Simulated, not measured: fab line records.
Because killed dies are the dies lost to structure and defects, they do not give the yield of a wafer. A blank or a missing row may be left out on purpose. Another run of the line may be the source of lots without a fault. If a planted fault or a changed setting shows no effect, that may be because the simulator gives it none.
Matching of chambers :: flow n5_finfet :: rie_diel-04 running N5_BEOL_M6_ETCH_62: 4 sister chambers
The step etches SOC in N2/H2, target depth 110 nm, overetch 22 nm, time 165 s. 8 wafers are shown with their chamber, then 7 later ones without.

WAFERS, EACH WITH ITS CHAMBER
wafer: L079.1
chamber: 0
throttle_valve_pct (%): 17.60
drypump_motor_current_A (A): 5.4

wafer: L079.6
chamber: 1
throttle_valve_pct (%): 17.37
drypump_motor_current_A (A): 6.0

wafer: L080.5
chamber: 2
throttle_valve_pct (%): 18.05
drypump_motor_current_A (A): 5.9

wafer: L086.1
chamber: 1
throttle_valve_pct (%): 17.42
drypump_motor_current_A (A): 6.0

wafer: L086.5
chamber: 3
throttle_valve_pct (%): 17.45
drypump_motor_current_A (A): 5.6

wafer: L086.6
chamber: 2
throttle_valve_pct (%): 18.07
drypump_motor_current_A (A): 5.9

wafer: L089.1
chamber: 0
throttle_valve_pct (%): 17.65
drypump_motor_current_A (A): 5.5

wafer: L089.4
chamber: 3
throttle_valve_pct (%): 17.48
drypump_motor_current_A (A): 5.6

WAFERS WHOSE CHAMBER IS MISSING
wafer: L089.6
throttle_valve_pct (%): 17.66
drypump_motor_current_A (A): 5.4

wafer: L093.1
throttle_valve_pct (%): 17.68
drypump_motor_current_A (A): 5.4

wafer: L093.5
throttle_valve_pct (%): 17.67
drypump_motor_current_A (A): 5.4

wafer: L093.6
throttle_valve_pct (%): 17.44
drypump_motor_current_A (A): 6.0

wafer: L097.3
throttle_valve_pct (%): 17.46
drypump_motor_current_A (A): 6.0

wafer: L097.4
throttle_valve_pct (%): 17.68
drypump_motor_current_A (A): 5.4

wafer: L097.6
throttle_valve_pct (%): 17.47
drypump_motor_current_A (A): 6.0

EACH ONE'S CHAMBER
wafer: L089.6
from the rows above: 0
in truth: 0

wafer: L093.1
from the rows above: 0
in truth: 0

wafer: L093.5
from the rows above: 0
in truth: 0

wafer: L093.6
from the rows above: 1
in truth: 1

wafer: L097.3
from the rows above: 1
in truth: 1

wafer: L097.4
from the rows above: 0
in truth: 0

wafer: L097.6
from the rows above: 1
in truth: 1
7 of 7 placed correctly. Left unplaced by these rows: 0. 0 placed wrongly.
How it was worked out, from the rows above alone: a wafer's distance from a chamber is the root of the sum, over the readings, of the square of ((its reading less the chamber's mean) divided by the reading's scatter). If the next closest chamber is less than 2 further off than the closest, the wafer can't be placed; otherwise it belongs to the closest. For every chamber, the mean is computed from those of its wafers that are shown. The scatter: take each reading less its chamber's mean, square it, sum over the shown wafers, divide by the number of wafers less the number of chambers, and take the root.
